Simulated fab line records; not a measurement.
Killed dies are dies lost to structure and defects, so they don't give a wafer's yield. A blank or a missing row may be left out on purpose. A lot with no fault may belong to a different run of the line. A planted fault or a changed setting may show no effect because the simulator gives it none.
Chamber matching | flow nandHarc | 4 sister chambers for NHARC_P_CONTACT_CMP_01 on cmp-01
The step polishes SiO2, target thk 200 nm. 4 wafers are shown with their chamber, then 8 later ones without.

## WAFERS, EACH WITH ITS CHAMBER
wafer  | chamber | motorCurrentA (A)
L090.1 | 2       | 11.2
L092.3 | 1       | 12.0
L092.4 | 3       | 11.6
L094.2 | 0       | 12.3

## WAFERS WITHOUT THEIR CHAMBER
wafer  | motorCurrentA (A)
L094.4 | 11.2
L094.5 | 12.1
L095.1 | 12.9
L095.3 | 11.8
L095.6 | 11.1
L096.1 | 11.8
L096.2 | 12.2
L096.3 | 10.7

## THE CHAMBER EACH PASSED THROUGH
wafer  | from the rows above               | in truth
L094.4 | can't be placed: 2 or 3           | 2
L094.5 | can't be placed: 1 or 0 or 3      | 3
L095.1 | can't be placed: 0 or 1           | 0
L095.3 | can't be placed: 1 or 3 or 0 or 2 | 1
L095.6 | can't be placed: 2 or 3           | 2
L096.1 | can't be placed: 1 or 3 or 0 or 2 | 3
L096.2 | can't be placed: 0 or 1 or 3      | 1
L096.3 | can't be placed: 2 or 3           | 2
0 of 8 placed correctly. These rows do not allow placing 8 (true chamber among the candidates in 8). Wrongly placed: 0.
How it was worked out, from the rows above alone: a wafer's distance from a chamber is the root of the sum, over the readings, of the square of ((its reading less the chamber's mean) divided by the reading's scatter). The wafer belongs to the nearest chamber; if the next one is less than 2 further off, it can't be placed. A chamber's mean is the mean of its shown wafers. The scatter: root of mean squared gap, hidden wafer to nearest shown wafer, with one shown wafer a chamber.
